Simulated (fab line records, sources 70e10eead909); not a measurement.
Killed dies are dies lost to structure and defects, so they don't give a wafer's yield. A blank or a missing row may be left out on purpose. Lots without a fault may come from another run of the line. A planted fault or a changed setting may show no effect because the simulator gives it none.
fab line records | flow nand_harc
record lots=7 wafers=21 last_day=34
route steps=1302 shown A_BLC@1133 A_M0@1137 END@1302
lots that met no fault: from a run of the same line without faults
start_h: hours from the record's first day to the start of the lot's first wafer shown | wait_h: hours since the lot's step before | " the same as in the row above | L1.1+2: a row that stands for several wafers | - no value, or no start given | * or withheld: withheld | < > ~ a bound
route shown NAME@n: a module of which the file shows steps, and the number in the route of the first | usual: mean/standard deviation of fault-free wafers | same: alike in all rows | chamber/n: place in a boat | sites: the reading at each site | _std_site: their standard deviation | _edge_site: outer sites' mean less inner sites' | radius_mm: how far each site lies from the wafer's centre | mask NAME#n: copy n | behind: the tool/chamber that last shaped the wafer | hold: why the lot was held/for how many hours/how that ended | device: the transistor (n, p or np) that didn't switch | end of line: the same wafers' tests at the end of the route | a step without rows: its recipe alone | killed: dies lost to structure and defects at the first sort, not the wafer's yield | map: a wafer's dies, x killed, . not, _ none there
set.NAME: the setting as run; set.NAME@STEP: as run at that earlier step | model.NAME: the simulator's own value behind a step, which no gauge read
lots at some steps of the route; a table a step, a row a wafer
services: from which hour (start_h, from the record's first day; less than 0 if before it) a tool's chamber was out of use, for how many hours, and why
## steps
# step NHARC_A_BLC_CMP_25
# recipe t_overpolish_s=30 target_thk_nm=150
# usual motor_current_A=12.4/1.1 overpolish_run_s=29.999/0.0086 time_to_endpoint_s=30.3/2.4
# same t_overpolish_s=30
# columns lot.wafer tool chamber start_h wait_h motor_current_A overpolish_run_s time_to_endpoint_s
L487.3 cmp-03 3 544.59 0.2 13.5 30.015 30.1
L487.1 " 2 " " 10.4 30.015 32.5
L487.6 " 3 " " 12.2 30.000 29.8
L493.4 cmp-01 1 614.36 0.4 12.9 30.009 30.7
L493.3 " 2 " " 13.6 29.993 31.3
L493.5 " 1 " " 12.4 30.004 30.7
L494.3 cmp-03 2 616.53 0.3 9.6 30.003 31.6
L494.1 " 0 " " 10.4 29.991 30.4
L494.4 " 1 " " 10.9 29.997 26.5
L496.1 cmp-01 0 619.53 0.5 12.6 30.000 31.8
L496.4 " 1 " " 13.1 29.986 33.9
L496.2 " 3 " " 13.1 30.003 32.8
L505.3 cmp-03 2 707.86 0.3 10.5 30.011 33.4
L505.1 " 3 " " 12.1 29.989 30.7
L505.6 " 3 " " 12.4 30.006 32.2
L507.1 cmp-01 2 744.18 0.4 13.2 29.997 32.7
L507.4 " 3 " " 12.7 30.004 32.7
L507.6 " 1 " " 12.9 29.998 31.4
L506.2 cmp-01 0 755.34 0.4 13.1 30.007 29.5
L506.4 " 1 " " 12.2 29.988 32.8
L506.1 " 2 " " 13.2 30.000 31.0
# step NHARC_A_BLC_SRD_27
# step NHARC_A_BLC_INSPECT_28
# usual raw_defect_count=531/110
# columns lot.wafer tool chamber start_h wait_h raw_defect_count
L487.1 defect_inspect-01 - 544.99 0.1 448
L487.3 " - " " 467
L487.6 " - " " 557
L493.3 defect_inspect-01 - 614.74 0.1 469
L493.4 " - " " 594
L493.5 " - " " 512
L494.1 defect_inspect-01 - 616.92 0.1 351
L494.3 " - " " 683
L494.4 " - " " 582
L496.1 defect_inspect-01 - 619.93 0.1 511
L496.2 " - " " 554
L496.4 " - " " 495
L505.1 defect_inspect-01 - 708.26 0.1 415
L505.3 " - " " 427
L505.6 " - " " 434
L507.1 defect_inspect-02 - 744.55 0.1 576
L507.4 " - " " 473
L507.6 " - " " 502
L506.1 defect_inspect-01 - 755.74 0.1 330
L506.2 " - " " 570
L506.4 " - " " 475
# step NHARC_A_M0_DEP_00
# recipe target_thk_a=1500 target_thk_nm=150 temp_c=withheld pressure_torr=5 flow_sccm=200 rf_w=600 material=SiOC
# step NHARC_A_M0_DEHYDRATE_01
# recipe temp_c=150 time_s=120
# step NHARC_A_M0_HMDS_02
# recipe time_s=30
# step NHARC_A_M0_COAT_33
# recipe temp_c=200 time_s=65
# step NHARC_A_M0_COAT_03
# recipe spin_rpm=1500 resist_thk_nm=90
# step NHARC_A_M0_SOFTBAKE_04
# recipe temp_c=105 time_s=55
# step NHARC_A_M0_EBR_05
# step NHARC_A_M0_EXPOSE_06
# recipe na=1.35 target_cd_nm=80 dose_mj=83.25 mask_id=A_M0
# step NHARC_A_M0_PEB_07
# recipe peb_temp_c=100 peb_time_s=65
# usual heater_power_total_W=156.6/0.42 plate_temp_C=100.00/0.12 resist_line_temp_C=23.00/0.11
# columns lot.wafer tool chamber start_h wait_h heater_power_total_W plate_temp_C resist_line_temp_C
L487.1 litho_track-06 0 545.69 0.1 156.2 99.74 22.92
L487.3 " 0 " " 156.1 99.97 22.87
L487.6 " 0 " " 156.3 99.86 23.08
L493.3 litho_track-04 0 615.56 0.0 174.5 108.15 22.97
L493.4 " 0 " " 175.1 108.37 23.00
L493.5 " 0 " " 174.1 108.26 23.05
L494.1 litho_track-04 0 617.62 0.1 174.7 108.42 23.12
L494.3 " 0 " " 174.5 108.50 23.01
L494.4 " 0 " " 174.2 108.32 23.09
L496.1 litho_track-04 0 620.62 0.1 174.3 108.42 22.78
L496.2 " 0 " " 174.9 108.29 22.87
L496.4 " 0 " " 174.4 108.30 22.93
L505.1 litho_track-01 0 709.08 0.1 156.8 100.06 22.92
L505.3 " 0 " " 156.9 100.05 22.82
L505.6 " 0 " " 157.1 99.90 22.91
L507.1 litho_track-06 0 745.37 0.1 156.6 99.96 23.06
L507.4 " 0 " " 156.0 100.24 23.17
L507.6 " 0 " " 156.3 99.99 23.00
L506.1 litho_track-04 0 756.44 0.1 157.1 100.15 23.04
L506.2 " 0 " " 156.3 99.94 22.97
L506.4 " 0 " " 156.6 100.08 23.11
# step NHARC_A_M0_DEVELOP_08
# recipe develop_time_s=35 dev_temp_c=23
# step NHARC_A_M0_CD_MEAS_09
# recipe target_cd_nm=80 landing_energy_ev=500
# usual cd_nm=80.2/0.54
# columns lot.wafer tool chamber start_h wait_h cd_nm
L487.1 cd_sem-01 0 545.77 - 80.2
L487.3 " 0 " " 79.6
L487.6 " 0 " " 80.5
L493.3 cd_sem-01 0 615.65 - 106.0
L493.4 " 0 " " 106.7
L493.5 " 0 " " 107.0
L494.1 cd_sem-03 0 617.70 - 101.6
L494.3 " 0 " " 101.3
L494.4 " 0 " " 101.9
L496.1 cd_sem-01 0 620.70 - 107.5
L496.2 " 0 " " 107.6
L496.4 " 0 " " 107.4
L505.1 cd_sem-03 0 709.16 - 80.2
L505.3 " 0 " " 79.5
L505.6 " 0 " " 81.2
L507.1 cd_sem-02 0 745.45 - 80.8
L507.4 " 0 " " 80.2
L507.6 " 0 " " 80.1
L506.1 cd_sem-01 0 756.51 - 80.7
L506.2 " 0 " " 80.3
L506.4 " 0 " " 80.6
# step NHARC_A_M0_OVL_MEAS_10
# recipe pitch_nm=160
# usual overlay_x_nm=0.0/0.71 overlay_y_nm=0.1/0.99
# columns lot.wafer tool chamber start_h wait_h overlay_x_nm overlay_y_nm
L487.1 overlay-01 - 545.86 - 0.5 -1.4
L487.3 " - " " -0.3 -0.8
L487.6 " - " " 0.0 -0.8
L493.3 overlay-01 - 615.73 - 0.3 0.0
L493.4 " - " " -0.1 0.4
L493.5 " - " " 0.3 0.4
L494.1 overlay-02 - 617.79 - -0.7 -1.5
L494.3 " - " " -0.5 -1.3
L494.4 " - " " -0.7 -1.7
L496.1 overlay-02 - 620.79 - 0.6 1.2
L496.2 " - " " 0.2 0.4
L496.4 " - " " 0.4 0.5
L505.1 overlay-01 - 709.25 - 0.2 1.4
L505.3 " - " " 0.0 1.1
L505.6 " - " " 0.4 1.1
L507.1 overlay-02 - 745.54 - -1.3 1.4
L507.4 " - " " -1.4 1.5
L507.6 " - " " -1.6 1.3
L506.1 overlay-02 - 756.60 - 0.5 1.1
L506.2 " - " " 0.1 0.5
L506.4 " - " " -0.1 0.8
# step NHARC_A_M0_INSPECT_11
# usual raw_defect_count=89/43
# columns lot.wafer tool chamber start_h wait_h raw_defect_count
L487.1 defect_inspect-01 - 545.89 0.0 117
L487.3 " - " " 101
L487.6 " - " " 131
L493.3 defect_inspect-02 - 615.77 0.0 126
L493.4 " - " " 119
L493.5 " - " " 147
L494.1 defect_inspect-02 - 617.82 0.0 36
L494.3 " - " " 39
L494.4 " - " " 35
L496.1 defect_inspect-01 - 620.83 0.0 64
L496.2 " - " " 84
L496.4 " - " " 81
L505.1 defect_inspect-02 - 709.29 0.0 85
L505.3 " - " " 79
L505.6 " - " " 89
L507.1 defect_inspect-02 - 745.58 0.0 25
L507.4 " - " " 33
L507.6 " - " " 27
L506.1 defect_inspect-01 - 756.64 0.0 31
L506.2 " - " " 40
L506.4 " - " " 49
# step NHARC_A_M0_DESCUM_14
# recipe time_s=3 o2_flow_sccm=200 ar_flow_sccm=0 bias_power_w=0 chemistry=O2
# usual drypump_motor_current_A=5.48/0.3 oes_product_au=0.996/0.011 rf_vpp_V=58.0/0.81 showerhead_plenum_p_Torr=1.97/0.069 throttle_valve_pct=11.310/0.0083
# columns lot.wafer tool chamber start_h wait_h drypump_motor_current_A oes_product_au rf_hours_counter_h rf_vpp_V showerhead_plenum_p_Torr throttle_valve_pct model.A_M0.cd_nm
L487.3 rie_diel-02 0 545.97 0.1 5.08 0.989 7.4 58.0 2.01 11.300 79.28
L487.1 " 2 " " 5.68 1.003 6.7 58.6 2.03 11.293 80.46
L487.6 " 3 " " 5.82 1.007 - 58.9 2.06 11.309 80.04
L493.3 rie_diel-06 3 615.84 0.1 5.30 1.001 7.7 58.1 1.97 11.319 105.9
L493.4 " 0 " " 5.27 1.025 7.0 58.3 1.98 11.309 106.3
L493.5 " 3 " " 5.29 0.984 - 57.4 1.97 11.307 106.9
L494.1 rie_diel-06 2 617.88 0.1 5.84 1.001 7.3 57.8 1.89 11.308 102.3
L494.3 " 3 " " 5.32 0.977 7.8 57.9 1.97 11.314 101.7
L494.4 " 0 " " 5.23 1.018 7.1 56.9 1.98 11.314 102
L496.1 rie_diel-02 0 620.89 0.1 5.12 0.985 2.2 58.4 2.01 11.315 108.3
L496.4 " 1 " " 5.22 0.993 2.1 56.9 1.99 11.314 107.4
L496.2 " 2 " " 5.69 0.993 2.3 56.4 2.03 11.314 107.8
L505.3 rie_diel-06 1 709.36 0.1 5.47 0.988 2.0 59.7 2.00 11.304 79.86
L505.1 " 2 " " 5.88 0.994 1.7 57.6 1.89 11.305 80.2
L505.6 " 1 " " 5.47 0.986 - 59.1 2.00 11.314 80.86
L507.4 rie_diel-02 2 745.65 0.1 5.69 0.997 7.6 58.5 2.02 11.313 80.91
L507.1 " 3 " " 5.83 0.992 9.6 57.3 2.06 11.307 81.85
L507.6 " 0 " " 5.08 0.987 - 56.5 2.00 11.295 80.8
L506.4 rie_diel-06 2 756.70 0.1 5.91 0.996 5.7 57.6 1.88 11.303 80.15
L506.1 " 0 " " 5.25 1.005 5.0 58.2 1.98 11.321 81.43
L506.2 " 1 " " 5.47 0.989 5.6 59.3 2.00 11.315 80.12
# step NHARC_A_M0_ETCH_34
# recipe target_depth_a=400 overetch_a=120 time_s=43.94 ion_energy_ev=200 n2_flow_sccm=150 h2_flow_sccm=150 ar_flow_sccm=0 rf_w=400 bias_w=150 chemistry=N2/H2
# usual drypump_motor_current_A=5.5/0.3 h2_flow_sccm=150.0/0.45 oes_product_au=0.996/0.012 rf_vpp_V=432.4/2.3 showerhead_plenum_p_Torr=2.10/0.079 throttle_valve_pct=14.173/0.0085
# columns lot.wafer tool chamber start_h wait_h drypump_motor_current_A h2_flow_sccm oes_product_au rf_hours_counter_h rf_vpp_V showerhead_plenum_p_Torr throttle_valve_pct
L487.1 rie_diel-02 2 546.06 0.1 5.7 149.4 1.006 6.7 432.7 2.16 14.181
L487.3 " 0 " " 5.1 149.5 0.974 7.4 433.9 2.14 14.175
L487.6 " 2 " " 5.7 150.2 1.008 - 433.4 2.16 14.170
L493.3 rie_diel-06 1 615.92 0.1 5.5 150.4 0.992 6.5 433.9 2.13 14.173
L493.4 " 3 " " 5.3 150.0 0.978 7.7 433.4 2.10 14.163
L493.5 " 0 " " 5.3 150.5 1.010 - 432.7 2.11 14.166
L494.4 rie_diel-06 2 617.97 0.1 5.9 149.2 0.996 7.3 428.3 2.01 14.168
L494.1 " 3 " " 5.3 150.1 0.977 7.8 433.1 2.11 14.179
L494.3 " 0 " " 5.3 150.7 1.025 7.1 430.5 2.11 14.178
L496.4 rie_diel-02 1 620.98 0.1 5.3 150.9 0.982 2.1 432.3 2.13 14.170
L496.2 " 2 " " 5.7 149.3 0.996 2.3 433.1 2.16 14.176
L496.1 " 3 " " 5.8 151.2 0.983 2.4 435.7 2.20 14.168
L505.3 rie_diel-06 1 709.45 0.1 5.5 149.7 0.978 2.1 432.6 2.13 14.160
L505.1 " 2 " " 5.9 149.6 1.003 1.7 430.9 2.01 14.187
L505.6 " 3 " " 5.3 149.9 0.977 - 431.8 2.10 14.163
L507.4 rie_diel-02 3 745.72 0.1 5.8 149.0 0.990 9.6 434.3 2.20 14.175
L507.1 " 2 " " 5.7 149.9 1.001 7.6 433.9 2.16 14.167
L507.6 " 3 " " 5.8 149.9 0.987 - 435.6 2.20 14.187
L506.4 rie_diel-06 0 756.79 0.1 5.2 150.2 1.012 5.0 431.7 2.11 14.178
L506.2 " 1 " " 5.5 149.7 0.983 5.6 432.7 2.13 14.182
L506.1 " 3 " " 5.3 149.6 0.979 5.1 432.2 2.10 14.162
# step NHARC_A_M0_ETCH_15
# recipe target_depth_a=1500 overetch_a=150 time_s=82.5 c4f8_flow_sccm=withheld ar_flow_sccm=400 rf_w=600 bias_w=300 chemistry=C4F8/Ar
# usual oes_product_au=0.943/0.022 rf_vpp_V=442.6/2.3
# columns lot.wafer tool chamber start_h wait_h oes_product_au rf_hours_counter_h rf_vpp_V model.A_M0.cd_nm
L487.1 rie_diel-02 0 - - 0.958 7.5 443.8 80.38
L487.3 " 2 " " 0.968 6.8 443.7 78.84
L487.6 " 0 " " 0.948 - 444.2 79.77
L493.3 rie_diel-06 1 - - 0.933 6.5 443.6 105.6
L493.4 " 2 " " 0.928 7.2 441.2 105.8
L493.5 " 2 " " 0.931 - 440.0 106.6
L494.1 rie_diel-06 2 - - 0.958 7.3 440.0 102.1
L494.4 " 3 " " 0.928 7.8 441.7 102.2
L494.3 " 0 " " 0.986 7.1 442.7 101.9
L496.1 rie_diel-02 1 - - 0.952 2.1 443.3 108.3
L496.2 " 2 " " 0.971 2.3 444.2 107.4
L496.4 " 3 " " 0.969 2.4 444.7 107.2
L505.3 rie_diel-06 1 - - 0.947 2.1 441.0 79.92
L505.1 " 2 " " 0.978 1.8 440.0 80.52
L505.6 " 1 " " 0.947 - 444.1 81.21
L507.4 rie_diel-02 2 - - 0.972 7.6 444.8 80.95
L507.1 " 1 " " 0.946 9.7 443.4 81.67
L507.6 " 3 " " 0.969 - 444.6 80.61
L506.4 rie_diel-06 3 - - 0.903 5.1 441.6 80.21
L506.1 " 0 " " 0.931 5.0 442.2 81.56
L506.2 " 2 " " 0.931 5.7 441.4 79.68
# step NHARC_A_M0_CD_MEAS_16
# usual cd_nm=80.2/0.76
# columns lot.wafer tool chamber start_h wait_h cd_nm
L487.1 cd_sem-02 - 546.30 - 80.7
L487.3 " - " " 79.1
L487.6 " - " " 79.6
L493.3 cd_sem-01 - 616.13 - 105.3
L493.4 " - " " 105.7
L493.5 " - " " 106.6
L494.1 cd_sem-01 - 618.18 - 102.1
L494.3 " - " " 102.0
L494.4 " - " " 101.9
L496.1 cd_sem-03 - 621.19 - 108.3
L496.2 " - " " 107.6
L496.4 " - " " 107.8
L505.1 cd_sem-01 - 709.65 - 80.6
L505.3 " - " " 80.1
L505.6 " - " " 81.3
L507.1 cd_sem-02 - 745.94 - 81.7
L507.4 " - " " 80.7
L507.6 " - " " 80.6
L506.1 cd_sem-02 - 757.00 - 81.4
L506.2 " - " " 79.9
L506.4 " - " " 80.2
# step NHARC_END_SORT_01
# recipe temp_c=25
# usual defect_limited_yield=90/3.4 killed_at_array=62/22 killed_at_other=1.0/1.4 killed_at_periphery=4.2/2.8 killed_dies=67/23 killed_open=3.1/1.7 killed_short=2.1/1.5
# same gross_dies=677
# columns lot.wafer tool chamber start_h wait_h defect_limited_yield[%] killed_at_array killed_at_other killed_at_periphery killed_dies killed_open killed_short
L487.1 prober-01 0 587.92 2.5 91 55 0 5 60 3 1
L487.3 prober-01 0 589.50 3.1 92 51 0 6 57 2 0
L487.6 prober-01 0 591.86 3.9 91 54 0 5 59 3 3
L494.1 prober-01 0 653.88 2.5 95 27 3 3 33 3 1
L494.3 prober-01 0 655.49 3.1 93 42 3 2 47 6 4
L494.4 prober-01 0 656.30 3.4 94 37 2 2 41 1 1
L493.3 prober-02 0 655.49 3.1 85 97 1 3 101 3 1
L493.4 prober-02 0 656.29 3.4 86 94 1 2 97 2 4
L493.5 prober-02 0 657.08 3.7 84 105 2 3 110 0 3
L496.1 prober-01 0 661.74 2.5 87 80 1 5 86 3 0
L496.2 prober-01 0 662.55 2.8 89 69 0 4 73 5 0
L496.4 prober-01 0 664.16 3.4 87 83 2 2 87 2 3
L505.1 prober-02 0 748.64 2.5 90 69 1 1 71 2 1
L505.3 prober-02 0 750.23 3.1 89 71 2 3 76 3 2
L505.6 prober-02 0 752.61 4.0 87 78 2 5 85 3 3
L507.1 prober-01 0 786.86 2.5 96 25 0 3 28 4 3
L507.4 prober-01 0 789.25 3.4 94 32 1 6 39 6 2
L507.6 prober-01 0 790.83 4.0 95 31 1 5 37 4 6
L506.1 prober-01 0 824.09 2.5 95 28 0 3 31 2 0
L506.2 prober-01 0 824.90 2.8 94 41 0 2 43 4 2
L506.4 prober-01 0 826.53 3.5 93 47 1 2 50 4 2
# killed by level:class
L487.1 A_CHANNEL_HOLE_D1:chamber_film_flake=25 A_CHANNEL_HOLE_D2:chamber_film_flake=22 P_GATE:chamber_film_flake=4 A_STAIRCASE:chamber_film_flake=3 P_M0:geometric_particle:open=1 A_CHANNEL_HOLE_D1:geometric_particle:open=1 A_ONON_D2:geometric_particle:short=1 A_WL_FILL:geometric_particle:open=1
L487.3 A_CHANNEL_HOLE_D2:chamber_film_flake=26 A_CHANNEL_HOLE_D1:chamber_film_flake=16 P_GATE:chamber_film_flake=6 A_CONTACT:chamber_film_flake=3 A_STAIRCASE:chamber_film_flake=2 A_WL_FILL:geometric_particle:open=1 A_M1:geometric_particle:open=1 A_ZERO_WELL:chamber_film_flake=1
L487.6 A_CHANNEL_HOLE_D1:chamber_film_flake=23 A_CHANNEL_HOLE_D2:chamber_film_flake=19 P_GATE:chamber_film_flake=4 A_DECK1_JOINT:chamber_film_flake=2 A_WL_FILL:chamber_film_flake=2 A_CONTACT:chamber_film_flake=2 P_M0:geometric_particle:short=1 A_ONON_D2:geometric_particle:short=1
L494.1 A_CHANNEL_HOLE_D2:chamber_film_flake=16 A_CHANNEL_HOLE_D1:chamber_film_flake=4 THIN_TSV:chamber_film_flake=3 P_ZERO_WELL:chamber_film_flake=2 A_SGD_CUT:chamber_film_flake=2 P_CONTACT:geometric_particle:open=1 A_ONON_D2:geometric_particle:open=1 A_SGD_CUT:geometric_particle:open=1
L493.3 A_SLIT:chamber_film_flake=28 A_CHANNEL_HOLE_D1:chamber_film_flake=28 A_CHANNEL_HOLE_D2:chamber_film_flake=20 A_M0:area_peb=11 A_CONTACT:chamber_film_flake=4 A_CHANNEL_FILL_D2:chamber_film_flake=2 A_WL_FILL:chamber_film_flake=2 P_M0:geometric_particle:open=1
L494.3 A_CHANNEL_HOLE_D1:chamber_film_flake=10 A_CHANNEL_HOLE_D2:chamber_film_flake=10 A_SGD_CUT:chamber_film_flake=6 A_SLIT:chamber_film_flake=3 THIN_TSV:chamber_film_flake=3 A_ONON_D1:geometric_particle:short=2 A_CHANNEL_FILL_D1:geometric_particle:open=2 A_ONON_D2:geometric_particle:open=2
L493.4 A_SLIT:chamber_film_flake=32 A_CHANNEL_HOLE_D1:chamber_film_flake=29 A_CHANNEL_HOLE_D2:chamber_film_flake=14 A_M0:area_peb=6 A_CONTACT:chamber_film_flake=5 P_ZERO_WELL:chamber_film_flake=2 A_CHANNEL_HOLE_D1:geometric_particle:open=1 A_ONON_D2:geometric_particle:short=1
L494.4 A_CHANNEL_HOLE_D2:chamber_film_flake=14 A_SGD_CUT:chamber_film_flake=8 A_CHANNEL_HOLE_D1:chamber_film_flake=5 A_SLIT:chamber_film_flake=4 THIN_TSV:chamber_film_flake=2 A_M0:area_peb=2 A_CHANNEL_FILL_D1:geometric_particle:open=1 A_WL_FILL:geometric_particle:short=1
L493.5 A_SLIT:chamber_film_flake=31 A_CHANNEL_HOLE_D1:chamber_film_flake=29 A_M0:area_peb=23 A_CHANNEL_HOLE_D2:chamber_film_flake=10 A_CONTACT:chamber_film_flake=7 P_ZERO_WELL:chamber_film_flake=2 THIN_TSV:chamber_film_flake=2 P_STI:geometric_particle:short=1
L496.1 A_SLIT:chamber_film_flake=39 A_M0:area_peb=28 A_CHANNEL_HOLE_D1:chamber_film_flake=4 A_CONTACT:chamber_film_flake=3 P_ZERO_WELL:chamber_film_flake=2 A_CHANNEL_FILL_D1:chamber_film_flake=2 P_M0:geometric_particle:open=1 P_M1:geometric_particle:open=1
L496.2 A_SLIT:chamber_film_flake=30 A_M0:area_peb=22 A_CHANNEL_HOLE_D1:chamber_film_flake=6 A_CONTACT:chamber_film_flake=5 A_CHANNEL_FILL_D1:chamber_film_flake=2 P_STI:geometric_particle:open=1 P_GATE:geometric_particle:open=1 P_M0:geometric_particle:open=1
L496.4 A_SLIT:chamber_film_flake=34 A_M0:area_peb=26 A_CHANNEL_HOLE_D1:chamber_film_flake=9 A_CONTACT:chamber_film_flake=3 A_ZERO_WELL:chamber_film_flake=2 A_SGD_CUT:chamber_film_flake=2 A_WL_FILL:chamber_film_flake=2 THIN_TSV:chamber_film_flake=2
L505.1 A_CHANNEL_HOLE_D2:chamber_film_flake=25 A_CHANNEL_HOLE_D1:chamber_film_flake=21 A_CONTACT:chamber_film_flake=8 A_SLIT:chamber_film_flake=4 A_BLC:chamber_film_flake=3 A_STAIRCASE:chamber_film_flake=2 A_WL_FILL:chamber_film_flake=2 A_CHANNEL_FILL_D1:geometric_particle:open=1
L505.3 A_CHANNEL_HOLE_D2:chamber_film_flake=31 A_CHANNEL_HOLE_D1:chamber_film_flake=16 A_SLIT:chamber_film_flake=8 A_BLC:chamber_film_flake=4 A_STAIRCASE:chamber_film_flake=3 P_GATE:chamber_film_flake=2 A_CONTACT:chamber_film_flake=2 THIN_TSV:chamber_film_flake=2
L505.6 A_CHANNEL_HOLE_D2:chamber_film_flake=36 A_CHANNEL_HOLE_D1:chamber_film_flake=24 A_CONTACT:chamber_film_flake=4 A_STAIRCASE:chamber_film_flake=3 A_BLC:chamber_film_flake=3 A_WL_FILL:geometric_particle:short=2 P_GATE:chamber_film_flake=2 A_SLIT:chamber_film_flake=2
L507.1 A_SLIT:chamber_film_flake=7 A_SGD_CUT:chamber_film_flake=3 A_CHANNEL_HOLE_D1:chamber_film_flake=2 A_CHANNEL_HOLE_D2:chamber_film_flake=2 A_CONTACT:chamber_film_flake=2 P_CONTACT:geometric_particle:short=1 P_M0:geometric_particle:open=1 A_CHANNEL_FILL_D1:geometric_particle:short=1
L507.4 A_CONTACT:chamber_film_flake=11 A_SLIT:chamber_film_flake=6 P_CONTACT:geometric_particle:open=3 A_CHANNEL_HOLE_D1:unspecified=3 A_SGD_CUT:chamber_film_flake=3 A_CHANNEL_FILL_D1:geometric_particle:open=2 P_ZERO_WELL:chamber_film_flake=2 A_CHANNEL_FILL_D1:geometric_particle:short=1
L507.6 A_SLIT:chamber_film_flake=10 A_SGD_CUT:chamber_film_flake=4 A_CONTACT:chamber_film_flake=4 A_M0:geometric_particle:open=2 P_ZERO_WELL:chamber_film_flake=2 A_CHANNEL_HOLE_D1:unspecified=2 A_WL_FILL:chamber_film_flake=2 P_GATE:geometric_particle:open=1
L506.1 A_CHANNEL_HOLE_D1:chamber_film_flake=15 A_SLIT:chamber_film_flake=6 P_ZERO_WELL:chamber_film_flake=2 A_WL_FILL:geometric_particle:open=1 A_M0:geometric_particle:open=1 P_STI:chamber_film_flake=1 A_CHANNEL_FILL_D1:chamber_film_flake=1 A_CHANNEL_FILL_D2:chamber_film_flake=1
L506.2 A_CHANNEL_HOLE_D1:chamber_film_flake=17 A_SLIT:chamber_film_flake=7 A_CHANNEL_FILL_D2:chamber_film_flake=6 A_M0:chamber_film_flake=5 P_M0:geometric_particle:open=1 A_CHANNEL_HOLE_D1:geometric_particle:open=1 A_CHANNEL_HOLE_D1:geometric_particle:short=1 A_CHANNEL_HOLE_D2:geometric_particle:open=1
L506.4 A_CHANNEL_HOLE_D1:chamber_film_flake=22 A_SLIT:chamber_film_flake=11 P_ZERO_WELL:chamber_film_flake=2 A_STAIRCASE:chamber_film_flake=2 A_CONTACT:chamber_film_flake=2 A_M0:chamber_film_flake=2 A_CHANNEL_FILL_D1:geometric_particle:short=1 A_ONON_D2:geometric_particle:open=1
## services
# columns tool chamber start_h hours kind
litho_track-06 - 529.00 7.0 pm
cmp-01 - 539.35 1.3 repair
rie_diel-02 1 541.87 8.5 repair
cmp-01 - 542.23 0.2 repair
rie_diel-02 3 548.17 3.1 repair
rie_diel-02 - 548.86 0.5 repair
litho_track-04 - 553.00 7.0 pm
cmp-03 - 554.04 4.0 pm
rie_diel-02 - 570.76 9.0 pm
cmp-01 - 577.52 4.0 pm
cmp-03 - 606.54 1.1 repair
rie_diel-06 2 622.91 1.4 repair
rie_diel-02 1 623.55 5.7 repair
rie_diel-02 2 642.31 16.2 repair
cmp-03 - 652.04 4.0 pm
rie_diel-06 - 661.21 9.0 pm
cmp-01 - 675.52 4.0 pm
rie_diel-06 - 679.86 0.3 repair
litho_track-01 - 680.00 7.0 pm
litho_track-06 - 704.00 7.0 pm
rie_diel-02 - 727.16 1.3 repair
litho_track-04 - 728.00 7.0 pm
rie_diel-02 - 747.76 9.0 pm
cmp-03 - 750.04 4.0 pm
## key
first_sign step=NHARC_A_M0_PEB_07 reading=plate_temp_C direction=up sigmas=67 usual=* struck=*
effect step=NHARC_A_M0_PEB_07 reading=heater_power_total_W direction=up sigmas=43 usual=* struck=*
effect step=NHARC_A_M0_CD_MEAS_09 reading=cd_nm direction=up sigmas=46 usual=80.2 struck=105.2 through=control_loop
effect step=NHARC_A_M0_CD_MEAS_16 reading=cd_nm direction=up sigmas=33 usual=80.2 struck=105.3 through=control_loop
model_effect step=NHARC_A_M0_DESCUM_14 value=A_M0.cd_nm without=80.6 struck=105.4
model_effect step=NHARC_A_M0_ETCH_15 value=A_M0.cd_nm without=80.46 struck=105.2
met_at NHARC_A_M0_PEB_07
struck_wafers L493.3,L493.4,L493.5,L494.1,L494.3,L494.4,L496.1,L496.2,L496.4
loop_trim step=NHARC_A_M0_EXPOSE_06 setting=dose lots=L494
fault kind=process_parameter_drift tool=litho_track-04 chamber=- onset_h=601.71 steps=NHARC_A_M0_PEB_07 channel=peb_temp_c offset=* shape=step end_h=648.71 acts_in=* stated=*
# loop_trim: a control loop set the setting to another value than it would have without faults
